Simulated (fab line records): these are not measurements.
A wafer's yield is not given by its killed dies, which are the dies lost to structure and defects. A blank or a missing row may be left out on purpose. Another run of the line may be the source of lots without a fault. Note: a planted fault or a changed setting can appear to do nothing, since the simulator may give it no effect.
fab line records || flow nand_harc
record: {"lots": 6, "wafers": 18, "last_day": 31}
route steps=1302 shown A_DECK1_JOINT@535 A_ONON_D2@545
lots that met no fault: taken from a fault-free run of the same line
start_h: the number of hours between the record's first day and the start of the first shown wafer of the lot || wait_h: hours elapsed since this lot's preceding step || " as in the row above || L1.1+2: a row that stands for several wafers || - no value present, or no start provided || * or withheld: withheld || < > ~ a bound
route shown NAME@n: names a module that has steps shown in the file, with the first one's number in the route || usual: mean/standard deviation taken from wafers without a fault || same: alike in all rows || chamber/n: place in a boat || sites: per-site readings || _std_site: their standard deviation || _edge_site: the outer-site mean with the inner-site mean subtracted || radius_mm: for every site, how far away it sits from the centre of the wafer || mask NAME#n: copy n || behind: the tool/chamber that last shaped the wafer || hold: cause of the lot's hold/its duration in hours/its outcome || device: which transistor (n, p or np) failed to switch || end of line: the same wafers' tests at the end of the route || for a step that has no rows: nothing shown but its recipe || killed: the dies lost at the first sort to structure and to defects; this is not the yield of the wafer || map: dies across one wafer; x = killed, . = not, _ = none there
set.NAME: the run value of the setting; set.NAME@STEP: its run value at that earlier step || model.NAME: the simulator's own value behind a step, which no gauge read
lots at selected steps of the route; one table per step, one row per wafer
services: the hour from which a tool's chamber was out of use, counted from the record's first day as start_h (under 0 if before that day), plus the number of hours and why
== steps ==
step: NHARC_A_DECK1_JOINT_CURE_26
recipe: {"temp_c": 150, "time_s": 32, "pressure_atm": 0.395}
step: NHARC_A_DECK1_JOINT_ANNEAL_27
recipe: {"temp_c": 400, "time_s": 3600, "idle_temp_c": 300, "ramp_up_c_per_min": 10, "densification_p_h2o_torr": 640}
step: NHARC_A_DECK1_JOINT_ANNEAL_28
recipe: {"temp_c": 500, "time_s": 1800, "idle_temp_c": 400, "ramp_up_c_per_min": 10, "densification_p_h2o_torr": 640}
step: NHARC_A_DECK1_JOINT_ANNEAL_29
recipe: {"temp_c": 750, "time_s": 1800, "idle_temp_c": 500, "ramp_up_c_per_min": 10, "ramp_down_c_per_min": 3}
step: NHARC_A_DECK1_JOINT_CMP_02
recipe: {"material": "SiOx"}
usual: {"edge_zone_pressure_frac": "1.000/0.0051", "motor_current_A": "12.7/1.3"}
{"lot.wafer": "L387.3", "tool": "cmp-02", "chamber": 1, "start_h": 279.91, "wait_h": 0.4, "edge_zone_pressure_frac": 0.991, "motor_current_A": 12.6}
{"lot.wafer": "L387.2", "tool": "cmp-02", "chamber": 3, "start_h": 279.91, "wait_h": 0.4, "edge_zone_pressure_frac": 1.003, "motor_current_A": 11.8}
{"lot.wafer": "L387.1", "tool": "cmp-02", "chamber": 0, "start_h": 279.91, "wait_h": 0.4, "edge_zone_pressure_frac": 1.003, "motor_current_A": 11.6}
{"lot.wafer": "L391.2", "tool": "cmp-02", "chamber": 2, "start_h": 312.54, "wait_h": 0.4, "edge_zone_pressure_frac": 0.999, "motor_current_A": 13.5}
{"lot.wafer": "L391.5", "tool": "cmp-02", "chamber": 0, "start_h": 312.54, "wait_h": 0.4, "edge_zone_pressure_frac": 0.996, "motor_current_A": 11.1}
{"lot.wafer": "L391.6", "tool": "cmp-02", "chamber": 1, "start_h": 312.54, "wait_h": 0.4, "edge_zone_pressure_frac": 0.995, "motor_current_A": 12.4}
{"lot.wafer": "L399.2", "tool": "cmp-01", "chamber": 2, "start_h": 386.21, "wait_h": 0.4, "edge_zone_pressure_frac": 0.993, "motor_current_A": 12.5}
{"lot.wafer": "L399.1", "tool": "cmp-01", "chamber": 0, "start_h": 386.21, "wait_h": 0.4, "edge_zone_pressure_frac": 1.004, "motor_current_A": 15.1}
{"lot.wafer": "L399.5", "tool": "cmp-01", "chamber": 2, "start_h": 386.21, "wait_h": 0.4, "edge_zone_pressure_frac": 0.992, "motor_current_A": 12.6}
{"lot.wafer": "L402.3", "tool": "cmp-01", "chamber": 0, "start_h": 421.79, "wait_h": 0.4, "edge_zone_pressure_frac": 1.002, "motor_current_A": 15.9}
{"lot.wafer": "L402.1", "tool": "cmp-01", "chamber": 1, "start_h": 421.79, "wait_h": 0.4, "edge_zone_pressure_frac": 0.997, "motor_current_A": 12.1}
{"lot.wafer": "L402.6", "tool": "cmp-01", "chamber": 3, "start_h": 421.79, "wait_h": 0.4, "edge_zone_pressure_frac": 1.008, "motor_current_A": 13.7}
{"lot.wafer": "L403.1", "tool": "cmp-01", "chamber": 2, "start_h": 434.19, "wait_h": 0.4, "edge_zone_pressure_frac": 0.995, "motor_current_A": 11.7}
{"lot.wafer": "L403.2", "tool": "cmp-01", "chamber": 3, "start_h": 434.19, "wait_h": 0.4, "edge_zone_pressure_frac": 1.005, "motor_current_A": 13.5}
{"lot.wafer": "L403.5", "tool": "cmp-01", "chamber": 3, "start_h": 434.19, "wait_h": 0.4, "edge_zone_pressure_frac": 1.006, "motor_current_A": 13.9}
{"lot.wafer": "L406.1", "tool": "cmp-01", "chamber": 2, "start_h": 457.23, "wait_h": 0.5, "edge_zone_pressure_frac": 1.007, "motor_current_A": 12.4}
{"lot.wafer": "L406.3", "tool": "cmp-01", "chamber": 3, "start_h": 457.23, "wait_h": 0.5, "edge_zone_pressure_frac": 1.011, "motor_current_A": 13.5}
{"lot.wafer": "L406.4", "tool": "cmp-01", "chamber": 1, "start_h": 457.23, "wait_h": 0.5, "edge_zone_pressure_frac": 1.000, "motor_current_A": 11.2}
step: NHARC_A_DECK1_JOINT_SRD_15
step: NHARC_A_DECK1_JOINT_DEP_16
recipe: {"target_thk_a": 450, "temp_c": 400, "pressure_torr": 6.5, "rf_w": 900, "teos_flow_sccm": 161.4, "flow_sccm": 2650, "target_thk_nm": 45, "gas": "O2", "material": "SiO2"}
usual: {"heater_power_w": "521/100", "susceptor_temp_C": "399.93/0.22", "throttle_valve_pct": "16.1/0.6"}
{"lot.wafer": "L387.1", "tool": "pecvd-02", "chamber": 1, "start_h": 280.30, "wait_h": 0.1, "heater_power_w": 463, "susceptor_temp_C": 400.02, "throttle_valve_pct": 15.6}
{"lot.wafer": "L387.3", "tool": "pecvd-02", "chamber": 2, "start_h": 280.30, "wait_h": 0.1, "heater_power_w": 519, "susceptor_temp_C": 400.04, "throttle_valve_pct": 15.7}
{"lot.wafer": "L387.2", "tool": "pecvd-02", "chamber": 0, "start_h": 280.30, "wait_h": 0.1, "heater_power_w": 418, "susceptor_temp_C": 399.94, "throttle_valve_pct": 16.1}
{"lot.wafer": "L391.2", "tool": "pecvd-02", "chamber": 0, "start_h": 312.88, "wait_h": 0.1, "heater_power_w": 496, "susceptor_temp_C": 399.93, "throttle_valve_pct": 16.3}
{"lot.wafer": "L391.5", "tool": "pecvd-02", "chamber": 0, "start_h": 312.88, "wait_h": 0.1, "heater_power_w": 367, "susceptor_temp_C": 399.87, "throttle_valve_pct": 16.5}
{"lot.wafer": "L391.6", "tool": "pecvd-02", "chamber": 1, "start_h": 312.88, "wait_h": 0.1, "heater_power_w": 483, "susceptor_temp_C": 400.22, "throttle_valve_pct": 15.4}
{"lot.wafer": "L399.2", "tool": "pecvd-01", "chamber": 0, "start_h": 386.57, "wait_h": 0.1, "heater_power_w": 538, "susceptor_temp_C": 399.67, "throttle_valve_pct": 15.6}
{"lot.wafer": "L399.1", "tool": "pecvd-01", "chamber": 2, "start_h": 386.57, "wait_h": 0.1, "heater_power_w": 415, "susceptor_temp_C": 400.02, "throttle_valve_pct": 16.4}
{"lot.wafer": "L399.5", "tool": "pecvd-01", "chamber": 2, "start_h": 386.57, "wait_h": 0.1, "heater_power_w": 417, "susceptor_temp_C": 399.74, "throttle_valve_pct": 16.0}
{"lot.wafer": "L402.1", "tool": "pecvd-04", "chamber": 2, "start_h": 422.16, "wait_h": 0.1, "heater_power_w": 758, "susceptor_temp_C": 400.04, "throttle_valve_pct": 17.5}
{"lot.wafer": "L402.3", "tool": "pecvd-04", "chamber": 0, "start_h": 422.16, "wait_h": 0.1, "heater_power_w": 491, "susceptor_temp_C": 399.92, "throttle_valve_pct": 16.6}
{"lot.wafer": "L402.6", "tool": "pecvd-04", "chamber": 2, "start_h": 422.16, "wait_h": 0.1, "heater_power_w": 738, "susceptor_temp_C": 399.80, "throttle_valve_pct": 17.6}
{"lot.wafer": "L403.1", "tool": "pecvd-02", "chamber": 2, "start_h": 434.61, "wait_h": 0.1, "heater_power_w": 531, "susceptor_temp_C": 399.84, "throttle_valve_pct": 15.5}
{"lot.wafer": "L403.2", "tool": "pecvd-02", "chamber": 0, "start_h": 434.61, "wait_h": 0.1, "heater_power_w": 510, "susceptor_temp_C": 400.04, "throttle_valve_pct": 16.8}
{"lot.wafer": "L403.5", "tool": "pecvd-02", "chamber": 0, "start_h": 434.61, "wait_h": 0.1, "heater_power_w": 521, "susceptor_temp_C": 400.26, "throttle_valve_pct": 16.9}
{"lot.wafer": "L406.1", "tool": "pecvd-02", "chamber": 0, "start_h": 457.65, "wait_h": 0.1, "heater_power_w": 504, "susceptor_temp_C": 399.98, "throttle_valve_pct": 16.7}
{"lot.wafer": "L406.3", "tool": "pecvd-02", "chamber": 1, "start_h": 457.65, "wait_h": 0.1, "heater_power_w": 464, "susceptor_temp_C": 399.82, "throttle_valve_pct": 15.8}
{"lot.wafer": "L406.4", "tool": "pecvd-02", "chamber": 0, "start_h": 457.65, "wait_h": 0.1, "heater_power_w": 509, "susceptor_temp_C": 400.07, "throttle_valve_pct": 16.8}
step: NHARC_A_DECK1_JOINT_THK_MEAS_17
recipe: {"thk_meas_gauge": "ellipsometry"}
usual: {"thk_nm": "44.8/1.2"}
{"lot.wafer": "L387.1", "tool": "film_metro-01", "chamber": "-", "start_h": 280.58, "wait_h": 0.2, "thk_nm": 47.2}
{"lot.wafer": "L387.2", "tool": "film_metro-01", "chamber": "-", "start_h": 280.58, "wait_h": 0.2, "thk_nm": 44.1}
{"lot.wafer": "L387.3", "tool": "film_metro-01", "chamber": "-", "start_h": 280.58, "wait_h": 0.2, "thk_nm": 44.9}
{"lot.wafer": "L391.2", "tool": "film_metro-01", "chamber": "-", "start_h": 313.16, "wait_h": 0.3, "thk_nm": 44.5}
{"lot.wafer": "L391.5", "tool": "film_metro-01", "chamber": "-", "start_h": 313.16, "wait_h": 0.3, "thk_nm": 45.7}
{"lot.wafer": "L391.6", "tool": "film_metro-01", "chamber": "-", "start_h": 313.16, "wait_h": 0.3, "thk_nm": 44.4}
{"lot.wafer": "L399.1", "tool": "film_metro-01", "chamber": "-", "start_h": 386.85, "wait_h": 0.2, "thk_nm": 45.4}
{"lot.wafer": "L399.2", "tool": "film_metro-01", "chamber": "-", "start_h": 386.85, "wait_h": 0.2, "thk_nm": 43.4}
{"lot.wafer": "L399.5", "tool": "film_metro-01", "chamber": "-", "start_h": 386.85, "wait_h": 0.2, "thk_nm": 45.4}
{"lot.wafer": "L402.1", "tool": "film_metro-02", "chamber": "-", "start_h": 422.41, "wait_h": 0.2, "thk_nm": 44.9}
{"lot.wafer": "L402.3", "tool": "film_metro-02", "chamber": "-", "start_h": 422.41, "wait_h": 0.2, "thk_nm": 42.9}
{"lot.wafer": "L402.6", "tool": "film_metro-02", "chamber": "-", "start_h": 422.41, "wait_h": 0.2, "thk_nm": 45.8}
{"lot.wafer": "L403.1", "tool": "film_metro-02", "chamber": "-", "start_h": 434.86, "wait_h": 0.2, "thk_nm": 44.3}
{"lot.wafer": "L403.2", "tool": "film_metro-02", "chamber": "-", "start_h": 434.86, "wait_h": 0.2, "thk_nm": 44.8}
{"lot.wafer": "L403.5", "tool": "film_metro-02", "chamber": "-", "start_h": 434.86, "wait_h": 0.2, "thk_nm": 46.3}
{"lot.wafer": "L406.1", "tool": "film_metro-02", "chamber": "-", "start_h": 457.91, "wait_h": 0.2, "thk_nm": 41.8}
{"lot.wafer": "L406.3", "tool": "film_metro-02", "chamber": "-", "start_h": 457.91, "wait_h": 0.2, "thk_nm": 43.0}
{"lot.wafer": "L406.4", "tool": "film_metro-02", "chamber": "-", "start_h": 457.91, "wait_h": 0.2, "thk_nm": 41.7}
step: NHARC_A_DECK1_JOINT_INSPECT_05
usual: {"raw_defect_count": "345/140"}
{"lot.wafer": "L387.1", "tool": "defect_inspect-01", "chamber": "-", "start_h": 280.62, "wait_h": 0.0, "raw_defect_count": 245}
{"lot.wafer": "L387.2", "tool": "defect_inspect-01", "chamber": "-", "start_h": 280.62, "wait_h": 0.0, "raw_defect_count": 402}
{"lot.wafer": "L387.3", "tool": "defect_inspect-01", "chamber": "-", "start_h": 280.62, "wait_h": 0.0, "raw_defect_count": 484}
{"lot.wafer": "L391.2", "tool": "defect_inspect-01", "chamber": "-", "start_h": 313.19, "wait_h": 0.0, "raw_defect_count": 141}
{"lot.wafer": "L391.5", "tool": "defect_inspect-01", "chamber": "-", "start_h": 313.19, "wait_h": 0.0, "raw_defect_count": 194}
{"lot.wafer": "L391.6", "tool": "defect_inspect-01", "chamber": "-", "start_h": 313.19, "wait_h": 0.0, "raw_defect_count": 242}
{"lot.wafer": "L399.1", "tool": "defect_inspect-02", "chamber": "-", "start_h": 386.89, "wait_h": 0.0, "raw_defect_count": 317}
{"lot.wafer": "L399.2", "tool": "defect_inspect-02", "chamber": "-", "start_h": 386.89, "wait_h": 0.0, "raw_defect_count": 333}
{"lot.wafer": "L399.5", "tool": "defect_inspect-02", "chamber": "-", "start_h": 386.89, "wait_h": 0.0, "raw_defect_count": 537}
{"lot.wafer": "L402.1", "tool": "defect_inspect-02", "chamber": "-", "start_h": 422.44, "wait_h": 0.0, "raw_defect_count": 316}
{"lot.wafer": "L402.3", "tool": "defect_inspect-02", "chamber": "-", "start_h": 422.44, "wait_h": 0.0, "raw_defect_count": 458}
{"lot.wafer": "L402.6", "tool": "defect_inspect-02", "chamber": "-", "start_h": 422.44, "wait_h": 0.0, "raw_defect_count": 250}
{"lot.wafer": "L403.1", "tool": "defect_inspect-02", "chamber": "-", "start_h": 434.89, "wait_h": 0.0, "raw_defect_count": 341}
{"lot.wafer": "L403.2", "tool": "defect_inspect-02", "chamber": "-", "start_h": 434.89, "wait_h": 0.0, "raw_defect_count": 292}
{"lot.wafer": "L403.5", "tool": "defect_inspect-02", "chamber": "-", "start_h": 434.89, "wait_h": 0.0, "raw_defect_count": 297}
{"lot.wafer": "L406.1", "tool": "defect_inspect-01", "chamber": "-", "start_h": 457.94, "wait_h": 0.0, "raw_defect_count": 337}
{"lot.wafer": "L406.3", "tool": "defect_inspect-01", "chamber": "-", "start_h": 457.94, "wait_h": 0.0, "raw_defect_count": 264}
{"lot.wafer": "L406.4", "tool": "defect_inspect-01", "chamber": "-", "start_h": 457.94, "wait_h": 0.0, "raw_defect_count": 234}
step: NHARC_A_ONON_D2_DEP_00
recipe: {"target_thk_a": 10000, "n2_flow_sccm": 2750, "n2o_flow_sccm": 2000, "nh3_flow_sccm": 500, "sih4_flow_sccm": 210, "temp_c": 400}
step: NHARC_A_ONON_D2_THK_MEAS_02
recipe: {"thk_meas_gauge": "ellipsometry"}
usual: {"thk_nm": "997/9"}
{"lot.wafer": "L387.1", "tool": "film_metro-01", "chamber": "-", "start_h": 281.19, "wait_h": "-", "thk_nm": 1012}
{"lot.wafer": "L387.2", "tool": "film_metro-01", "chamber": "-", "start_h": 281.19, "wait_h": "-", "thk_nm": 1010}
{"lot.wafer": "L387.3", "tool": "film_metro-01", "chamber": "-", "start_h": 281.19, "wait_h": "-", "thk_nm": 1010}
{"lot.wafer": "L391.2", "tool": "film_metro-01", "chamber": "-", "start_h": 313.77, "wait_h": "-", "thk_nm": 1000}
{"lot.wafer": "L391.5", "tool": "film_metro-01", "chamber": "-", "start_h": 313.77, "wait_h": "-", "thk_nm": 1001}
{"lot.wafer": "L391.6", "tool": "film_metro-01", "chamber": "-", "start_h": 313.77, "wait_h": "-", "thk_nm": 1004}
{"lot.wafer": "L399.1", "tool": "film_metro-01", "chamber": "-", "start_h": 387.46, "wait_h": "-", "thk_nm": 993}
{"lot.wafer": "L399.2", "tool": "film_metro-01", "chamber": "-", "start_h": 387.46, "wait_h": "-", "thk_nm": 993}
{"lot.wafer": "L399.5", "tool": "film_metro-01", "chamber": "-", "start_h": 387.46, "wait_h": "-", "thk_nm": 991}
{"lot.wafer": "L402.1", "tool": "film_metro-02", "chamber": "-", "start_h": 423.02, "wait_h": "-", "thk_nm": 988}
{"lot.wafer": "L402.3", "tool": "film_metro-02", "chamber": "-", "start_h": 423.02, "wait_h": "-", "thk_nm": 986}
{"lot.wafer": "L402.6", "tool": "film_metro-02", "chamber": "-", "start_h": 423.02, "wait_h": "-", "thk_nm": 988}
{"lot.wafer": "L403.1", "tool": "film_metro-01", "chamber": "-", "start_h": 435.47, "wait_h": "-", "thk_nm": 991}
{"lot.wafer": "L403.2", "tool": "film_metro-01", "chamber": "-", "start_h": 435.47, "wait_h": "-", "thk_nm": 993}
{"lot.wafer": "L403.5", "tool": "film_metro-01", "chamber": "-", "start_h": 435.47, "wait_h": "-", "thk_nm": 991}
{"lot.wafer": "L406.1", "tool": "film_metro-02", "chamber": "-", "start_h": 458.52, "wait_h": "-", "thk_nm": 992}
{"lot.wafer": "L406.3", "tool": "film_metro-02", "chamber": "-", "start_h": 458.52, "wait_h": "-", "thk_nm": 991}
{"lot.wafer": "L406.4", "tool": "film_metro-02", "chamber": "-", "start_h": 458.52, "wait_h": "-", "thk_nm": 990}
step: NHARC_A_ONON_D2_DEP_03
recipe: {"target_thk_a": 10000, "n2_flow_sccm": 2750, "n2o_flow_sccm": 2000, "nh3_flow_sccm": 500, "sih4_flow_sccm": 210, "temp_c": 400}
usual: {"susceptor_temp_C": "400.02/0.24"}
{"lot.wafer": "L387.1", "tool": "pecvd_onon-02", "chamber": 0, "start_h": 281.25, "wait_h": 0.1, "susceptor_temp_C": 400.30}
{"lot.wafer": "L387.2", "tool": "pecvd_onon-02", "chamber": 0, "start_h": 281.25, "wait_h": 0.1, "susceptor_temp_C": 400.28}
{"lot.wafer": "L387.3", "tool": "pecvd_onon-02", "chamber": 0, "start_h": 281.25, "wait_h": 0.1, "susceptor_temp_C": 400.05}
{"lot.wafer": "L391.2", "tool": "pecvd_onon-01", "chamber": 0, "start_h": 313.88, "wait_h": 0.1, "susceptor_temp_C": 400.41}
{"lot.wafer": "L391.5", "tool": "pecvd_onon-01", "chamber": 0, "start_h": 313.88, "wait_h": 0.1, "susceptor_temp_C": 399.95}
{"lot.wafer": "L391.6", "tool": "pecvd_onon-01", "chamber": 0, "start_h": 313.88, "wait_h": 0.1, "susceptor_temp_C": 400.31}
{"lot.wafer": "L399.1", "tool": "pecvd_onon-03", "chamber": 0, "start_h": 387.52, "wait_h": 0.1, "susceptor_temp_C": 400.14}
{"lot.wafer": "L399.2", "tool": "pecvd_onon-03", "chamber": 0, "start_h": 387.52, "wait_h": 0.1, "susceptor_temp_C": 400.15}
{"lot.wafer": "L399.5", "tool": "pecvd_onon-03", "chamber": 0, "start_h": 387.52, "wait_h": 0.1, "susceptor_temp_C": 399.74}
{"lot.wafer": "L402.1", "tool": "pecvd_onon-01", "chamber": 0, "start_h": 423.08, "wait_h": 0.1, "susceptor_temp_C": 399.84}
{"lot.wafer": "L402.3", "tool": "pecvd_onon-01", "chamber": 0, "start_h": 423.08, "wait_h": 0.1, "susceptor_temp_C": 399.66}
{"lot.wafer": "L402.6", "tool": "pecvd_onon-01", "chamber": 0, "start_h": 423.08, "wait_h": 0.1, "susceptor_temp_C": 399.65}
{"lot.wafer": "L403.1", "tool": "pecvd_onon-03", "chamber": 0, "start_h": 435.53, "wait_h": 0.1, "susceptor_temp_C": 400.13}
{"lot.wafer": "L403.2", "tool": "pecvd_onon-03", "chamber": 0, "start_h": 435.53, "wait_h": 0.1, "susceptor_temp_C": 399.87}
{"lot.wafer": "L403.5", "tool": "pecvd_onon-03", "chamber": 0, "start_h": 435.53, "wait_h": 0.1, "susceptor_temp_C": 400.16}
{"lot.wafer": "L406.1", "tool": "pecvd_onon-03", "chamber": 0, "start_h": 458.57, "wait_h": 0.1, "susceptor_temp_C": 399.91}
{"lot.wafer": "L406.3", "tool": "pecvd_onon-03", "chamber": 0, "start_h": 458.57, "wait_h": 0.1, "susceptor_temp_C": 399.68}
{"lot.wafer": "L406.4", "tool": "pecvd_onon-03", "chamber": 0, "start_h": 458.57, "wait_h": 0.1, "susceptor_temp_C": 400.20}
step: NHARC_A_ONON_D2_THK_MEAS_05
recipe: {"thk_meas_gauge": "ellipsometry"}
usual: {"thk_nm": "998/8.2"}
{"lot.wafer": "L387.1", "tool": "film_metro-02", "chamber": "-", "start_h": 281.76, "wait_h": "-", "thk_nm": 987}
{"lot.wafer": "L387.2", "tool": "film_metro-02", "chamber": "-", "start_h": 281.76, "wait_h": "-", "thk_nm": 989}
{"lot.wafer": "L387.3", "tool": "film_metro-02", "chamber": "-", "start_h": 281.76, "wait_h": "-", "thk_nm": 988}
{"lot.wafer": "L391.2", "tool": "film_metro-02", "chamber": "-", "start_h": 314.33, "wait_h": "-", "thk_nm": 992}
{"lot.wafer": "L391.5", "tool": "film_metro-02", "chamber": "-", "start_h": 314.33, "wait_h": "-", "thk_nm": 993}
{"lot.wafer": "L391.6", "tool": "film_metro-02", "chamber": "-", "start_h": 314.33, "wait_h": "-", "thk_nm": 996}
{"lot.wafer": "L399.1", "tool": "film_metro-01", "chamber": "-", "start_h": 388.02, "wait_h": "-", "thk_nm": 1003}
{"lot.wafer": "L399.2", "tool": "film_metro-01", "chamber": "-", "start_h": 388.02, "wait_h": "-", "thk_nm": 1002}
{"lot.wafer": "L399.5", "tool": "film_metro-01", "chamber": "-", "start_h": 388.02, "wait_h": "-", "thk_nm": 1003}
{"lot.wafer": "L402.1", "tool": "film_metro-02", "chamber": "-", "start_h": 423.59, "wait_h": "-", "thk_nm": 1003}
{"lot.wafer": "L402.3", "tool": "film_metro-02", "chamber": "-", "start_h": 423.59, "wait_h": "-", "thk_nm": 1002}
{"lot.wafer": "L402.6", "tool": "film_metro-02", "chamber": "-", "start_h": 423.59, "wait_h": "-", "thk_nm": 1003}
{"lot.wafer": "L403.1", "tool": "film_metro-01", "chamber": "-", "start_h": 436.04, "wait_h": "-", "thk_nm": 984}
{"lot.wafer": "L403.2", "tool": "film_metro-01", "chamber": "-", "start_h": 436.04, "wait_h": "-", "thk_nm": 627}
{"lot.wafer": "L403.5", "tool": "film_metro-01", "chamber": "-", "start_h": 436.04, "wait_h": "-", "thk_nm": 988}
{"lot.wafer": "L406.1", "tool": "film_metro-02", "chamber": "-", "start_h": 459.09, "wait_h": "-", "thk_nm": 1006}
{"lot.wafer": "L406.3", "tool": "film_metro-02", "chamber": "-", "start_h": 459.09, "wait_h": "-", "thk_nm": 1006}
{"lot.wafer": "L406.4", "tool": "film_metro-02", "chamber": "-", "start_h": 459.09, "wait_h": "-", "thk_nm": 647}
step: NHARC_A_ONON_D2_DEP_06
recipe: {"target_thk_a": 10000, "n2_flow_sccm": 2750, "n2o_flow_sccm": 2000, "nh3_flow_sccm": 500, "sih4_flow_sccm": 210, "temp_c": 400}
== services ==
{"tool": "pecvd_onon-01", "chamber": "-", "start_h": 269.21, "hours": 13.0, "kind": "pm"}
{"tool": "pecvd-04", "chamber": "-", "start_h": 269.52, "hours": 13.0, "kind": "pm"}
{"tool": "cmp-01", "chamber": "-", "start_h": 283.55, "hours": 4.0, "kind": "pm"}
{"tool": "cmp-01", "chamber": "-", "start_h": 300.05, "hours": 0.9, "kind": "repair"}
{"tool": "pecvd-01", "chamber": "-", "start_h": 311.36, "hours": 13.0, "kind": "pm"}
{"tool": "cmp-02", "chamber": "-", "start_h": 317.79, "hours": 2.6, "kind": "repair"}
{"tool": "cmp-02", "chamber": "-", "start_h": 330.50, "hours": 4.0, "kind": "pm"}
{"tool": "cmp-02", "chamber": "-", "start_h": 362.20, "hours": 1.3, "kind": "repair"}
{"tool": "cmp-01", "chamber": "-", "start_h": 365.02, "hours": 3.4, "kind": "repair"}
{"tool": "pecvd_onon-02", "chamber": "-", "start_h": 366.57, "hours": 13.0, "kind": "pm"}
{"tool": "pecvd-02", "chamber": 0, "start_h": 367.33, "hours": 13.6, "kind": "repair"}
{"tool": "cmp-01", "chamber": "-", "start_h": 381.55, "hours": 4.0, "kind": "pm"}
{"tool": "cmp-01", "chamber": "-", "start_h": 385.55, "hours": "-", "kind": "consumable_replace:conditioner"}
{"tool": "pecvd_onon-01", "chamber": "-", "start_h": 389.10, "hours": 10.2, "kind": "repair"}
{"tool": "cmp-01", "chamber": "-", "start_h": 390.91, "hours": 0.4, "kind": "repair"}
{"tool": "pecvd-02", "chamber": 1, "start_h": 404.23, "hours": 7.1, "kind": "repair"}
{"tool": "pecvd_onon-03", "chamber": "-", "start_h": 408.00, "hours": 13.0, "kind": "pm"}
{"tool": "pecvd-02", "chamber": "-", "start_h": 408.19, "hours": 13.0, "kind": "pm"}
{"tool": "pecvd-04", "chamber": "-", "start_h": 425.41, "hours": 0.5, "kind": "repair"}
{"tool": "cmp-02", "chamber": "-", "start_h": 428.50, "hours": 4.0, "kind": "pm"}
{"tool": "pecvd_onon-01", "chamber": "-", "start_h": 450.21, "hours": 13.0, "kind": "pm"}
{"tool": "pecvd-04", "chamber": "-", "start_h": 450.52, "hours": 13.0, "kind": "pm"}
{"tool": "cmp-01", "chamber": "-", "start_h": 453.17, "hours": 0.4, "kind": "repair"}
{"tool": "cmp-02", "chamber": "-", "start_h": 456.65, "hours": 6.1, "kind": "repair"}
== key ==
first_sign: {"step": "NHARC_A_ONON_D2_THK_MEAS_05", "reading": "thk_nm", "direction": "down", "sigmas": 44, "usual": 998, "struck": 637}
effect none on later readings
met_at NHARC_A_ONON_D2_DEP_03
struck_wafers L403.2,L406.4
later_rows_left_out L403.2,L406.4
sort_left_out L403.2,L406.4
tester_left_out L403,L406
onset_between 387.52 435.53
fault: {"kind": "process_parameter_drift", "tool": "pecvd_onon-03", "chamber": "-", "onset_h": 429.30, "steps": "NHARC_A_ONON_D2_DEP_03", "channel": "target_thk_a", "offset": "*", "shape": "step", "end_h": 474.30, "scope": "struck_wafers_only", "acts_in": "*", "stated": "*"}
tester_left_out: of these lots the tester's yield and bins aren't shown, on N5 and GAA mostly nor the transistor test; their killed dies are dies lost to structure and defects alone, not to doping, threshold or leakage, so they don't give the yield
sort_left_out: the simulated sort isn't trusted on such a fault, so these wafers' sort isn't shown, and their yield isn't known
later_rows_left_out: the simulator's readings of these wafers behind a module that went badly wrong aren't trusted and aren't shown, but for the sort
